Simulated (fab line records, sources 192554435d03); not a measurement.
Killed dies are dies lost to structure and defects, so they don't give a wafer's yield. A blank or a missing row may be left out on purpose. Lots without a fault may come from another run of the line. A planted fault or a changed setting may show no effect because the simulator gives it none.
fab line records | flow n5_finfet
record lots=24 wafers=72 last_day=17
route steps=1938 shown BEOL_M0@722 BEOL_M1@797
lots that met no fault: from a run of the same line without faults
start_h: hours from the record's first day to the start of the lot's first wafer shown | wait_h: hours since the lot's step before | " the same as in the row above | L1.1+2: a row that stands for several wafers | - no value, or no start given | * or withheld: withheld | < > ~ a bound
route shown NAME@n: a module of which the file shows steps, and the number in the route of the first | usual: mean/standard deviation of fault-free wafers | same: alike in all rows | chamber/n: place in a boat | sites: the reading at each site | _std_site: their standard deviation | _edge_site: outer sites' mean less inner sites' | radius_mm: how far each site lies from the wafer's centre | mask NAME#n: copy n | behind: the tool/chamber that last shaped the wafer | hold: why the lot was held/for how many hours/how that ended | device: the transistor (n, p or np) that didn't switch | end of line: the same wafers' tests at the end of the route | a step without rows: its recipe alone | killed: dies lost to structure and defects at the first sort, not the wafer's yield | map: a wafer's dies, x killed, . not, _ none there
set.NAME: the setting as run; set.NAME@STEP: as run at that earlier step | model.NAME: the simulator's own value behind a step, which no gauge read
steps of the route over a sample of lots; a table a step, a row a wafer
services: from which hour (start_h, from the record's first day; less than 0 if before it) a tool's chamber was out of use, for how many hours, and why
## steps
# step N5_BEOL_M0_STRIP_142
# recipe chemistry=N2/H2 time_s=10 power_w=450 temp_c=40 pressure_mtorr=20 rf_frequency_hz=6e+07 bias_power_w=7 n2_flow_sccm=200 h2_flow_sccm=200
# usual drypump_motor_current_A=5.8/0.39 oes_product_au=0.77/0.099 rf_vpp_V=59.2/0.85 showerhead_plenum_p_Torr=2.55/0.063 throttle_valve_pct=23.80/0.18
# columns lot.wafer tool chamber start_h wait_h drypump_motor_current_A oes_product_au rf_hours_counter_h rf_vpp_V showerhead_plenum_p_Torr throttle_valve_pct
L074.1 rie_diel-04 3 114.65 0.0 6.1 0.70 231 59.3 2.51 23.92
L074.3 " 2 " " 5.2 0.74 166 58.5 2.53 23.85
L074.5 " 0 " " 5.4 0.72 - 58.4 2.52 23.83
L075.3 rie_diel-03 3 127.86 0.0 6.1 0.71 216 59.8 2.51 23.64
L075.5 " 1 " " 6.0 0.69 - 57.9 2.51 24.17
L075.6 " 2 " " 5.8 0.72 - 59.3 2.54 23.72
L077.1 rie_diel-03 2 135.27 0.0 5.8 0.73 165 59.3 2.54 23.73
L077.4 " 1 " " 6.0 0.70 235 58.2 2.51 24.18
L077.6 " 2 " " 5.8 0.72 - 59.7 2.54 23.72
L076.1 rie_diel-01 2 135.29 0.0 5.9 0.78 130 59.7 2.55 23.63
L076.4 " 0 " " 6.5 0.91 16 57.5 2.70 23.70
L076.5 " 0 " " 6.5 0.92 - 60.0 2.70 23.72
L078.1 rie_diel-04 1 138.70 0.0 5.7 0.79 124 60.3 2.66 24.03
L078.2 " 0 " " 5.4 0.71 212 59.8 2.52 23.84
L078.3 " 3 " " 6.0 0.70 239 58.5 2.50 23.91
L079.2 rie_diel-01 2 143.79 0.0 5.9 0.77 133 60.2 2.55 23.63
L079.3 " 3 " " 6.1 0.88 41 59.8 2.58 23.79
L079.5 " 1 " " 6.6 0.73 - 59.8 2.52 24.04
L080.1 rie_diel-04 0 150.03 0.0 5.4 0.71 216 59.3 2.51 23.87
L080.2 " 2 " " 5.1 0.73 179 58.8 2.52 23.87
L080.6 " 3 " " 6.1 0.70 - 59.3 2.50 23.92
L081.2 rie_diel-04 0 171.58 0.0 5.4 0.69 224 58.9 2.51 23.86
L081.4 " 1 " " 5.7 0.78 - 60.0 2.66 24.05
L081.5 " 2 " " 5.2 0.73 - 59.2 2.52 23.88
L084.1 rie_diel-04 2 185.65 0.0 5.1 0.73 193 59.5 2.52 23.90
L084.3 " 0 " " 5.4 0.69 230 58.5 2.51 23.85
L084.5 " 3 " " 6.0 0.99 - 59.4 2.50 23.63
L083.1 rie_diel-01 3 188.04 0.0 6.1 0.85 57 59.0 2.57 23.80
L083.3 " 0 " " 6.5 0.88 33 58.7 2.69 23.72
L083.5 " 3 " " 6.1 0.85 - 60.4 2.57 23.80
L082.3 rie_diel-03 3 188.42 0.0 6.1 0.69 239 58.4 2.50 23.66
L082.4 " 2 " " 5.8 0.71 - 60.4 2.53 23.75
L082.5 " 3 " " 6.1 0.69 - 56.8 2.50 23.66
L085.2 rie_diel-03 0 194.16 0.0 5.5 0.68 232 59.8 2.62 23.64
L085.4 " 3 " " 6.2 0.69 - 60.0 2.50 23.66
L085.5 " 2 " " 5.8 0.71 - 59.2 2.53 23.74
L086.2 rie_diel-03 2 199.22 0.0 5.8 0.69 190 58.5 2.53 23.75
L086.4 " 0 " " 5.5 0.68 - 60.0 2.61 23.64
L086.6 " 3 " " 6.2 0.68 - 59.2 2.50 23.66
L087.2 rie_diel-04 3 204.83 0.0 6.1 0.95 7 60.1 2.50 23.63
L087.3 " 1 " " 5.7 0.76 149 59.2 2.65 24.08
L087.4 " 1 " " 5.7 0.76 - 59.8 2.65 24.09
L088.3 rie_diel-04 0 207.72 0.0 5.4 0.69 237 57.5 2.51 23.88
L088.4 " 2 " " 5.2 0.72 201 60.5 2.51 23.90
L088.5 " 2 " " 5.1 0.71 - 59.7 2.51 23.91
L089.1 rie_diel-04 1 214.08 0.0 5.7 0.76 152 58.2 2.65 24.07
L089.3 " 3 " " 6.1 0.94 10 58.6 2.49 23.63
L089.4 " 0 " " 5.4 0.69 239 58.7 2.50 23.88
L090.1 rie_diel-03 2 224.19 0.0 5.8 0.69 200 59.0 2.52 23.77
L090.2 " 0 " " 5.5 0.68 244 57.9 2.61 23.63
L090.3 " 1 " " 6.0 0.93 8 59.1 2.50 23.85
L091.1 rie_diel-03 2 232.48 0.0 5.8 0.70 204 59.2 2.52 23.77
L091.2 " 0 " " 5.5 0.68 248 58.3 2.61 23.66
L091.5 " 3 " " 6.2 1.02 - 58.5 2.49 23.33
L092.1 rie_diel-04 1 232.84 0.0 5.7 0.76 159 59.6 2.65 24.07
L092.4 " 0 " " 5.4 0.68 246 58.2 2.50 23.88
L092.5 " 3 " " 6.1 0.93 - 59.4 2.49 23.65
L093.1 rie_diel-03 3 237.44 0.0 6.2 1.00 1 59.9 2.49 23.33
L093.2 " 2 " " 5.8 0.68 206 58.7 2.52 23.77
L093.5 " 2 " " 5.8 0.69 - 58.9 2.52 23.78
L094.2 rie_diel-01 0 242.26 0.0 6.5 0.85 54 60.4 2.68 23.76
L094.3 " 2 " " 5.9 0.73 170 59.7 2.53 23.69
L094.5 " 3 " " 6.1 0.82 - 57.5 2.56 23.84
L095.2 rie_diel-04 1 247.27 0.0 5.7 0.74 165 58.8 2.64 24.10
L095.4 " 2 " " 5.1 0.70 - 58.9 2.51 23.92
L095.6 " 1 " " 5.7 0.75 - 58.7 2.64 24.08
L096.1 rie_diel-03 2 254.89 0.0 5.8 0.68 212 60.9 2.52 23.77
L096.2 " 1 " " 6.0 0.90 19 60.3 2.49 23.85
L096.6 " 3 " " 6.2 0.97 - 57.7 2.49 23.32
L097.1 rie_diel-04 3 258.64 0.0 6.0 0.91 29 59.9 2.49 23.67
L097.2 " 2 " " 5.1 0.70 221 60.3 2.50 23.92
L097.4 " 3 " " 6.0 0.89 - 60.5 2.49 23.68
# step N5_BEOL_M0_PRE_CLEAN_113
# recipe gas=H2/He time_s=30 temp_c=250
# usual heater_power_w=328/24
# columns lot.wafer tool chamber start_h wait_h heater_power_w
L074.1 pvd_sputter-03 - 116.83 0.0 284
L074.3 " - " " 342
L074.5 " - " " 280
L075.3 pvd_sputter-02 - 128.97 0.0 350
L075.5 " - " " 355
L075.6 " - " " 343
L077.1 pvd_sputter-02 - 136.42 0.0 324
L077.4 " - " " 339
L077.6 " - " " 323
L076.1 pvd_sputter-01 - 136.45 0.0 313
L076.4 " - " " 263
L076.5 " - " " 325
L078.1 pvd_sputter-02 - 139.68 0.0 350
L078.2 " - " " 341
L078.3 " - " " 333
L079.2 pvd_sputter-01 - 144.73 0.0 343
L079.3 " - " " 313
L079.5 " - " " 323
L080.1 pvd_sputter-01 - 151.40 0.0 350
L080.2 " - " " 316
L080.6 " - " " 266
L081.2 pvd_sputter-03 - 173.52 0.0 282
L081.4 " - " " 344
L081.5 " - " " 321
L084.1 pvd_sputter-02 - 186.09 0.0 342
L084.3 " - " " 354
L084.5 " - " " 350
L083.1 pvd_sputter-02 - 188.69 0.0 343
L083.3 " - " " 315
L083.5 " - " " 344
L082.3 pvd_sputter-02 - 188.82 0.0 346
L082.4 " - " " 325
L082.5 " - " " 343
L085.2 pvd_sputter-03 - 194.69 0.0 281
L085.4 " - " " 323
L085.5 " - " " 321
L086.2 pvd_sputter-03 - 200.02 0.0 292
L086.4 " - " " 326
L086.6 " - " " 305
L087.2 pvd_sputter-02 - 205.72 0.0 347
L087.3 " - " " 351
L087.4 " - " " 326
L088.3 pvd_sputter-01 - 208.69 0.0 263
L088.4 " - " " 345
L088.5 " - " " 309
L089.1 pvd_sputter-02 - 214.87 0.0 353
L089.3 " - " " 349
L089.4 " - " " 341
L090.1 pvd_sputter-02 - 225.16 0.0 345
L090.2 " - " " 327
L090.3 " - " " 336
L091.1 pvd_sputter-01 - 233.26 0.0 318
L091.2 " - " " 266
L091.5 " - " " 317
L092.1 pvd_sputter-02 - 233.47 0.0 345
L092.4 " - " " 344
L092.5 " - " " 346
L093.1 pvd_sputter-01 - 237.87 0.0 325
L093.2 " - " " 318
L093.5 " - " " 321
L094.2 pvd_sputter-02 - 242.72 0.0 355
L094.3 " - " " 342
L094.5 " - " " 346
L095.2 pvd_sputter-03 - 247.67 0.0 289
L095.4 " - " " 347
L095.6 " - " " 285
L096.1 pvd_sputter-01 - 255.88 0.0 349
L096.2 " - " " 321
L096.6 " - " " 324
L097.1 pvd_sputter-02 - 259.12 0.0 346
L097.2 " - " " 341
L097.4 " - " " 339
# step N5_BEOL_M0_SURFACE_TREAT_137
# recipe gas=Ar time_s=* ion_energy_ev=* ion_current_ma_cm2=0.5 pressure_mtorr=* ar_flow_sccm=30
# usual throttle_valve_pct=*
# columns lot.wafer tool chamber start_h wait_h throttle_valve_pct
L074.1 pvd_sputter-03 - 117.21 0.2 *
L074.3 " - " " *
L074.5 " - " " *
L075.3 pvd_sputter-01 - 129.31 0.2 *
L075.5 " - " " *
L075.6 " - " " *
L077.1 pvd_sputter-03 - 136.72 0.1 *
L077.4 " - " " *
L077.6 " - " " *
L076.1 pvd_sputter-02 - 136.82 0.1 *
L076.4 " - " " *
L076.5 " - " " *
L078.1 pvd_sputter-02 - 140.22 0.3 *
L078.2 " - " " *
L078.3 " - " " *
L079.2 pvd_sputter-01 - 145.02 0.1 *
L079.3 " - " " *
L079.5 " - " " *
L080.1 pvd_sputter-03 - 153.13 1.6 *
L080.2 " - " " *
L080.6 " - " " *
L081.2 pvd_sputter-02 - 173.86 0.2 *
L081.4 " - " " *
L081.5 " - " " *
L084.1 pvd_sputter-03 - 186.41 0.1 *
L084.3 " - " " *
L084.5 " - " " *
L083.1 pvd_sputter-02 - 189.18 0.3 *
L083.3 " - " " *
L083.5 " - " " *
L082.3 pvd_sputter-02 - 189.22 0.2 *
L082.4 " - " " *
L082.5 " - " " *
L085.2 pvd_sputter-02 - 194.98 0.1 *
L085.4 " - " " *
L085.5 " - " " *
L086.2 pvd_sputter-03 - 200.52 0.2 *
L086.4 " - " " *
L086.6 " - " " *
L087.2 pvd_sputter-03 - 206.09 0.2 *
L087.3 " - " " *
L087.4 " - " " *
L088.3 pvd_sputter-03 - 208.98 0.1 *
L088.4 " - " " *
L088.5 " - " " *
L089.1 pvd_sputter-01 - 215.23 0.2 *
L089.3 " - " " *
L089.4 " - " " *
L090.1 pvd_sputter-02 - 225.45 0.1 *
L090.2 " - " " *
L090.3 " - " " *
L091.1 pvd_sputter-01 - 233.64 0.2 *
L091.2 " - " " *
L091.5 " - " " *
L092.1 pvd_sputter-02 - 233.79 0.2 *
L092.4 " - " " *
L092.5 " - " " *
L093.1 pvd_sputter-01 - 240.11 2.0 *
L093.2 " - " " *
L093.5 " - " " *
L094.2 pvd_sputter-02 - 243.01 0.1 *
L094.3 " - " " *
L094.5 " - " " *
L095.2 pvd_sputter-03 - 247.98 0.1 *
L095.4 " - " " *
L095.6 " - " " *
L096.1 pvd_sputter-02 - 256.30 0.2 *
L096.2 " - " " *
L096.6 " - " " *
L097.1 pvd_sputter-01 - 259.48 0.1 *
L097.2 " - " " *
L097.4 " - " " *
# step N5_BEOL_M1_VIA_ETCH_34
# recipe chemistry=C4F6/O2 target_depth_a=678 mask_material=SOC pressure_mtorr=15 ion_energy_ev=250 taper_deg=4 time_s=64.4 source_w=350 bias_w=170 Ar_flow_sccm=300 C4F6_flow_sccm=10 O2_flow_sccm=10
# usual drypump_motor_current_A=5.7/0.49 oes_f_703_au=0.81/0.078 oes_product_au=0.80/0.082 rf_vpp_V=662/4.3 showerhead_plenum_p_Torr=2.87/0.1 throttle_valve_pct=30.78/0.25
# columns lot.wafer tool chamber start_h wait_h drypump_motor_current_A oes_f_703_au oes_product_au rf_hours_counter_h rf_vpp_V showerhead_plenum_p_Torr throttle_valve_pct
L074.1 rie_diel-05 2 123.71 0.0 5.4 0.76 0.76 158 670 2.84 31.09
L074.3 " 0 " " 5.6 0.71 0.70 242 667 2.80 30.56
L074.5 " 2 " " 5.4 0.77 0.76 - 669 2.84 31.08
L075.3 rie_diel-05 2 138.80 0.0 5.4 0.76 0.76 163 670 2.84 31.10
L075.5 " 2 " " 5.4 0.76 0.75 - 669 2.84 31.08
L075.6 " 1 " " 5.8 0.78 0.76 - 658 2.96 31.04
L077.1 rie_diel-05 0 141.79 0.0 5.6 0.71 0.69 245 667 2.80 30.56
L077.4 " 1 " " 5.9 0.77 0.76 166 660 2.96 31.04
L077.6 " 0 " " 5.6 0.70 0.69 - 667 2.80 30.56
L076.1 rie_diel-02 1 153.07 0.0 5.5 0.76 0.74 150 658 2.94 30.71
L076.4 " 2 " " 5.1 0.81 0.81 - 660 2.76 30.59
L076.5 " 1 " " 5.6 0.75 0.75 - 660 2.94 30.74
L078.1 rie_diel-05 1 153.99 0.0 5.8 0.77 0.76 169 660 2.95 31.04
L078.2 " 2 " " 5.4 0.75 0.75 169 670 2.84 31.09
L078.3 " 3 " " 5.7 0.68 0.67 244 655 2.69 30.97
L079.2 rie_diel-06 3 158.03 0.0 6.6 0.84 0.83 72 656 2.76 30.70
L079.3 " 0 " " 5.7 0.87 0.87 35 662 2.89 30.38
L079.5 " 0 " " 5.7 0.87 0.86 - 663 2.89 30.38
L080.1 rie_diel-02 1 159.15 0.0 5.5 0.76 0.74 153 661 2.94 30.71
L080.2 " 0 " " 5.1 0.95 0.96 7 657 3.03 31.03
L080.6 " 0 " " 5.1 0.95 0.96 - 659 3.03 31.04
L081.2 rie_diel-05 0 187.37 0.0 5.6 0.98 0.99 3 668 2.79 30.34
L081.4 " 2 " " 5.4 0.75 0.74 - 670 2.83 31.09
L081.5 " 1 " " 5.8 0.76 0.75 - 659 2.95 31.06
L084.1 rie_diel-02 3 190.85 0.0 6.6 0.94 0.95 11 668 2.90 30.40
L084.3 " 0 " " 5.1 0.92 0.93 18 660 3.02 31.06
L084.5 " 1 " " 5.5 0.75 0.74 - 659 2.94 30.74
L083.1 rie_diel-02 3 195.86 0.0 6.5 0.93 0.95 13 667 2.90 30.42
L083.3 " 1 " " 5.6 0.75 0.74 165 660 2.94 30.74
L083.5 " 3 " " 6.6 0.92 0.94 - 668 2.90 30.41
L082.3 rie_diel-06 2 199.59 0.0 6.5 0.76 0.77 157 668 2.85 30.90
L082.4 " 3 " " 6.6 0.83 0.83 85 656 2.76 30.72
L082.5 " 3 " " 6.5 0.84 0.82 - 657 2.76 30.73
L085.2 rie_diel-06 0 203.19 0.0 5.7 0.85 0.84 49 663 2.89 30.40
L085.4 " 2 " " 6.5 0.76 0.76 158 667 2.85 30.92
L085.5 " 1 " " 5.5 0.73 0.73 - 665 2.72 30.84
L086.2 rie_diel-06 1 207.36 0.0 5.5 0.72 0.72 189 663 2.72 30.84
L086.4 " 3 " " 6.6 0.83 0.82 87 655 2.75 30.71
L086.6 " 3 " " 6.5 0.83 0.82 - 657 2.75 30.71
L087.2 rie_diel-06 3 210.59 0.0 6.5 0.82 0.82 88 657 2.75 30.71
L087.3 " 0 " " 5.7 0.84 0.84 51 662 2.89 30.41
L087.4 " 1 " " 5.5 0.72 0.71 190 662 2.72 30.86
L088.3 rie_diel-02 0 217.19 0.0 5.1 0.89 0.89 29 658 3.02 31.08
L088.4 " 3 " " 6.6 0.90 0.91 - 667 2.90 30.44
L088.5 " 1 " " 5.5 0.74 0.73 - 660 2.93 30.75
L089.1 rie_diel-02 1 220.94 0.0 5.5 0.74 0.73 175 660 2.93 30.74
L089.3 " 3 " " 6.6 0.90 0.91 24 666 2.90 30.44
L089.4 " 1 " " 5.6 0.74 0.73 - 659 2.93 30.75
L090.1 rie_diel-02 1 232.23 0.0 5.6 0.74 0.73 180 660 2.93 30.75
L090.2 " 3 " " 6.6 0.89 0.89 28 667 2.90 30.42
L090.3 " 0 " " 5.1 0.88 0.89 35 660 3.01 31.06
L092.1 rie_diel-02 3 241.72 0.0 6.5 0.88 0.89 31 666 2.90 30.43
L092.4 " 2 " " 5.1 0.80 0.80 95 660 2.75 30.59
L092.5 " 0 " " 5.1 0.89 0.89 - 657 3.01 31.08
L091.1 rie_diel-05 1 246.78 0.0 5.8 0.74 0.72 201 659 2.94 31.08
L091.2 " 2 " " 5.4 0.73 0.72 201 669 2.82 31.13
L091.5 " 0 " " 5.7 0.91 0.93 - 667 2.78 30.37
L093.1 rie_diel-05 1 247.16 0.0 5.8 0.75 0.72 201 660 2.94 31.08
L093.2 " 2 " " 5.4 0.73 0.72 201 668 2.82 31.12
L093.5 " 2 " " 5.4 0.73 0.72 - 668 2.82 31.13
L094.2 rie_diel-02 0 252.34 0.0 5.1 0.88 0.87 40 657 3.01 31.07
L094.3 " 3 " " 6.6 0.89 0.89 33 665 2.89 30.44
L094.5 " 0 " " 5.1 0.88 0.88 - 659 3.01 31.09
L095.2 rie_diel-02 2 264.51 0.0 5.1 0.78 0.79 101 659 2.75 30.60
L095.4 " 3 " " 6.6 0.87 0.89 37 665 2.89 30.44
L095.6 " 1 " " 5.5 0.73 0.73 - 658 2.92 30.76
L096.1 rie_diel-06 1 264.78 0.0 5.5 0.71 0.71 206 663 2.72 30.87
L096.2 " 2 " " 6.5 0.75 0.76 176 668 2.84 30.92
L096.6 " 2 " " 6.5 0.75 0.76 - 667 2.84 30.93
L097.1 rie_diel-06 2 269.77 0.0 6.5 0.75 0.75 177 668 2.84 30.93
L097.2 " 1 " " 5.6 0.71 0.70 207 664 2.72 30.87
L097.4 " 3 " " 6.6 0.81 0.81 104 657 2.75 30.72
# step N5_BEOL_M1_ANNEAL_49
# recipe temp_c=400 time_s=240 ambient=vacuum
# usual heater_power_w=823/58
# columns lot.wafer tool chamber start_h wait_h heater_power_w
L074.1 pvd_sputter-01 - 125.21 0.0 870
L074.3 " - " " 797
L074.5 " - " " 861
L075.3 pvd_sputter-02 - 140.42 0.0 809
L075.5 " - " " 851
L075.6 " - " " 817
L077.1 pvd_sputter-02 - 143.21 0.0 809
L077.4 " - " " 883
L077.6 " - " " 826
L076.1 pvd_sputter-03 - 154.72 0.0 708
L076.4 " - " " 864
L076.5 " - " " 695
L078.1 pvd_sputter-03 - 156.72 0.0 719
L078.2 " - " " 849
L078.3 " - " " 856
L079.2 pvd_sputter-03 - 159.32 0.0 725
L079.3 " - " " 809
L079.5 " - " " 716
L080.1 pvd_sputter-02 - 160.29 0.0 815
L080.2 " - " " 853
L080.6 " - " " 875
L081.2 pvd_sputter-03 - 188.45 0.0 702
L081.4 " - " " 861
L081.5 " - " " 802
L084.1 pvd_sputter-02 - 192.15 0.0 854
L084.3 " - " " 803
L084.5 " - " " 801
L083.1 pvd_sputter-02 - 197.14 0.0 849
L083.3 " - " " 813
L083.5 " - " " 862
L082.3 pvd_sputter-01 - 201.41 0.0 788
L082.4 " - " " 669
L082.5 " - " " 874
L085.2 pvd_sputter-01 - 204.99 0.0 672
L085.4 " - " " 809
L085.5 " - " " 667
L086.2 pvd_sputter-02 - 209.03 0.0 840
L086.4 " - " " 872
L086.6 " - " " 871
L087.2 pvd_sputter-02 - 212.71 0.0 870
L087.3 " - " " 842
L087.4 " - " " 804
L088.3 pvd_sputter-03 - 219.01 0.0 714
L088.4 " - " " 876
L088.5 " - " " 716
L089.1 pvd_sputter-03 - 222.85 0.0 708
L089.3 " - " " 856
L089.4 " - " " 793
L090.1 pvd_sputter-02 - 234.06 0.0 882
L090.2 " - " " 855
L090.3 " - " " 877
L092.1 pvd_sputter-02 - 243.13 0.0 865
L092.4 " - " " 850
L092.5 " - " " 870
L091.1 pvd_sputter-03 - 248.10 0.0 853
L091.2 " - " " 889
L091.5 " - " " 793
L093.1 pvd_sputter-02 - 249.91 0.0 864
L093.2 " - " " 821
L093.5 " - " " 833
L094.2 pvd_sputter-01 - 253.82 0.0 663
L094.3 " - " " 868
L094.5 " - " " 904
L095.2 pvd_sputter-01 - 266.16 0.0 790
L095.4 " - " " 651
L095.6 " - " " 783
L096.1 pvd_sputter-01 - 268.00 0.0 886
L096.2 " - " " 669
L096.6 " - " " 788
L097.1 pvd_sputter-02 - 271.23 0.0 866
L097.2 " - " " 861
L097.4 " - " " 832
# step N5_BEOL_M1_ANNEAL_80
# recipe temp_c=400 time_s=240 ambient=vacuum
# usual heater_power_w=822/59
# columns lot.wafer tool chamber start_h wait_h heater_power_w
L074.1 pvd_sputter-01 - 125.43 0.0 862
L074.3 " - " " 805
L074.5 " - " " 880
L075.3 pvd_sputter-02 - 140.64 0.0 826
L075.5 " - " " 888
L075.6 " - " " 819
L077.1 pvd_sputter-02 - 143.43 0.0 805
L077.4 " - " " 852
L077.6 " - " " 804
L076.1 pvd_sputter-03 - 154.94 0.0 714
L076.4 " - " " 856
L076.5 " - " " 713
L078.1 pvd_sputter-03 - 156.94 0.0 706
L078.2 " - " " 867
L078.3 " - " " 889
L079.2 pvd_sputter-03 - 159.54 0.0 698
L079.3 " - " " 810
L079.5 " - " " 715
L080.1 pvd_sputter-02 - 160.51 0.0 803
L080.2 " - " " 875
L080.6 " - " " 849
L081.2 pvd_sputter-03 - 188.67 0.0 702
L081.4 " - " " 860
L081.5 " - " " 793
L084.1 pvd_sputter-02 - 192.37 0.0 851
L084.3 " - " " 828
L084.5 " - " " 818
L083.1 pvd_sputter-02 - 197.36 0.0 861
L083.3 " - " " 828
L083.5 " - " " 855
L082.3 pvd_sputter-01 - 201.63 0.0 783
L082.4 " - " " 660
L082.5 " - " " 884
L085.2 pvd_sputter-01 - 205.21 0.0 641
L085.4 " - " " 794
L085.5 " - " " 669
L086.2 pvd_sputter-02 - 209.25 0.0 875
L086.4 " - " " 870
L086.6 " - " " 866
L087.2 pvd_sputter-02 - 212.93 0.0 861
L087.3 " - " " 853
L087.4 " - " " 810
L088.3 pvd_sputter-03 - 219.23 0.0 684
L088.4 " - " " 864
L088.5 " - " " 729
L089.1 pvd_sputter-03 - 223.07 0.0 713
L089.3 " - " " 866
L089.4 " - " " 775
L090.1 pvd_sputter-02 - 234.28 0.0 850
L090.2 " - " " 859
L090.3 " - " " 862
L092.1 pvd_sputter-02 - 243.35 0.0 876
L092.4 " - " " 837
L092.5 " - " " 847
L091.1 pvd_sputter-03 - 248.32 0.0 854
L091.2 " - " " 859
L091.5 " - " " 819
L093.1 pvd_sputter-02 - 250.13 0.0 846
L093.2 " - " " 819
L093.5 " - " " 808
L094.2 pvd_sputter-01 - 254.04 0.0 647
L094.3 " - " " 877
L094.5 " - " " 892
L095.2 pvd_sputter-01 - 266.38 0.0 784
L095.4 " - " " 668
L095.6 " - " " 785
L096.1 pvd_sputter-01 - 268.22 0.0 839
L096.2 " - " " 635
L096.6 " - " " 772
L097.1 pvd_sputter-02 - 271.45 0.0 855
L097.2 " - " " 874
L097.4 " - " " 804
## services
# columns tool chamber start_h hours kind
rie_diel-03 3 90.78 8.7 repair
rie_diel-06 1 113.05 1.8 repair
rie_diel-02 2 113.09 5.5 repair
rie_diel-02 3 114.85 2.7 repair
rie_diel-02 0 118.74 - clean
rie_diel-02 0 118.74 - consumable_replace:focus_ring
rie_diel-02 0 118.74 - consumable_replace:showerhead
rie_diel-03 2 120.65 6.2 repair
rie_diel-01 1 121.10 5.2 repair
rie_diel-05 0 134.07 5.7 repair
rie_diel-03 0 155.80 6.7 repair
rie_diel-04 3 168.49 - clean
rie_diel-04 3 168.49 - consumable_replace:focus_ring
rie_diel-04 3 168.49 13.4 scheduled_down
rie_diel-04 3 168.49 13.4 vent_cycle
rie_diel-02 2 187.47 42.2 repair
rie_diel-05 - 197.43 0.5 repair
rie_diel-01 1 228.63 16.2 repair
rie_diel-03 - 239.55 1.0 repair
rie_diel-04 0 244.31 - clean
rie_diel-04 0 244.31 - consumable_replace:focus_ring
rie_diel-04 0 244.31 18.2 scheduled_down
rie_diel-04 0 244.31 18.2 vent_cycle
rie_diel-03 1 261.09 19.7 repair
## key
fault none
